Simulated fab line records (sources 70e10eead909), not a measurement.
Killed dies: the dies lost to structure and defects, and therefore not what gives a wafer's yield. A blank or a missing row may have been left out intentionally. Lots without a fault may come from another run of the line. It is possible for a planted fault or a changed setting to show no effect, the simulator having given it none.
A lot that was struck, set against a sound lot / flow nandHarc / 18 out of 1159 route steps
Sound: these wafers, L351.2, L351.4, L351.6. Struck: wafer L362.2 (L362.3, L362.4, from the same lot, were not struck and are left out); the cause is given at the end.
Order at every step that has rows: each side's tool, ch and its chambers, its first start. Under that, the readings that differ: sound wafers / struck wafers / difference of the means / sigmas: that difference in standard deviations of wafers without a fault.
alike: words and numbers the same on both sides, and readings whose means are apart by under 2 such deviations; not compared: readings that were withheld, readings missing a value for some wafer, numbers with overlapping values and no deviation given by the record, and bounds like >300 which may hide the same value.
The two part at a step that has a row with sigmas, a row that says differs or no value, or rows on one side only. Numbers that have no deviation but don't overlap get no sigmas and don't part them. A reading missing from all wafers of one side parts the sides only when that side holds two or more wafers.

first, 6 steps without rows for these wafers: NHARC_THIN_TSV_COAT_27; NHARC_THIN_TSV_SOFTBAKE_28 (time 95 s); NHARC_THIN_TSV_EBR_29; NHARC_THIN_TSV_EXPOSE_30 (exposes mask PAD); NHARC_THIN_TSV_PEB_31 (peb time 85 s); NHARC_THIN_TSV_DEVELOP_32 (time 70 s).
NHARC_THIN_TSV_CD_MEAS_33: the cd target is 5000 nm.
  sound on cdSem-01 ch 0, day 20 02:53; struck on cdSem-01 ch 0, day 23 09:22
  alike: cdNm
then, 1 step without rows for these wafers: NHARC_THIN_TSV_HARDBAKE_34 (time 80 s).
NHARC_THIN_TSV_DESCUM_35: chemistry O2, time 3 s.
  sound on rieDiel-03 ch 0,1,2, day 20 03:04; struck on rieDiel-03 ch 1, day 23 09:32
  alike: drypumpMotorCurrentA, oesProductAu, rfVppV, showerheadPlenumPTorr, throttleValvePct
  not compared: rfHoursCounterH
NHARC_THIN_TSV_ETCH_59: etches the open film in Cl2/BCl3, target depth 880 nm, time 138.1 s.
  sound on rieMetal-01 ch 0,1, day 20 03:13; struck on rieMetal-01 ch 1, day 23 09:39
reading=oesProductAu (a.u.); sound=1.003 1.011 1.006; struck=0.990; difference=-0.017; sigmas=-2
reading=throttleValvePct (%); sound=22.263 22.273 22.277; struck=22.250; difference=-0.021; sigmas=-2
  alike: drypumpMotorCurrentA
  not compared: rfHoursCounterH
NHARC_THIN_TSV_ETCH_36: etches the open film in Cl2/BCl3, target depth 65 nm, time 18.571 s.
  sound on rieMetal-01 ch 0,1, day 20 03:27; struck on rieMetal-01 ch 1, day 23 09:55
  alike: drypumpMotorCurrentA, oesProductAu
  not compared: rfHoursCounterH
NHARC_THIN_TSV_STRIP_56: strips in O2.
  sound on plasmaAsher-02 ch 0,1, day 20 03:33; struck on plasmaAsher-01 ch 0, day 23 10:01
  alike: drypumpMotorCurrentA, heaterPowerW
  not compared: rfHoursCounterH
NHARC_THIN_TSV_STRIP_57: strips in post etch residue remover, time 1200 s.
  sound on wetBench-08 ch 0,4,7, day 20 03:54; struck on wetBench-08 ch 0,1,4, day 23 10:22
NHARC_THIN_TSV_CD_MEAS_37:
  sound on cdSem-01, day 20 04:21; struck on cdSem-02, day 23 10:48
  alike: cdNm
then, 1 step without rows for these wafers: NHARC_THIN_TSV_ANNEAL_58 (time 1800 s).
NHARC_THIN_TSV_INSPECT_40:
  sound on defectInspect-02, day 20 08:47; struck on defectInspect-01, day 23 15:01
reading=rawDefectCount; sound=393 485 506; struck=688; difference=+227; sigmas=+3
NHARC_END_WLT_00:
  sound on prober-01, day 20 16:04; struck on prober-01, day 23 15:34
  alike: VT_DECK1_BOTTOM, VT_DECK1_BOTTOM_INNER, VT_DECK1_MEDIAN_NEAR_BOTTOM, VT_DECK1_MEDIAN_NEAR_BOTTOM_INNER, VT_DECK1_MIDDLE, VT_DECK1_MIDDLE_INNER, VT_DECK1_TOP, VT_DECK1_TOP_INNER
NHARC_END_SORT_01:
  at this point the record logs the struck wafers (prober-01 ch 0, day 23 18:52) and has no rows for the sound ones

WHERE THEY PART
Last at NHARC_END_SORT_01 as far as this record goes, first at NHARC_THIN_TSV_ETCH_59.

WHY: the cause the simulator had injected
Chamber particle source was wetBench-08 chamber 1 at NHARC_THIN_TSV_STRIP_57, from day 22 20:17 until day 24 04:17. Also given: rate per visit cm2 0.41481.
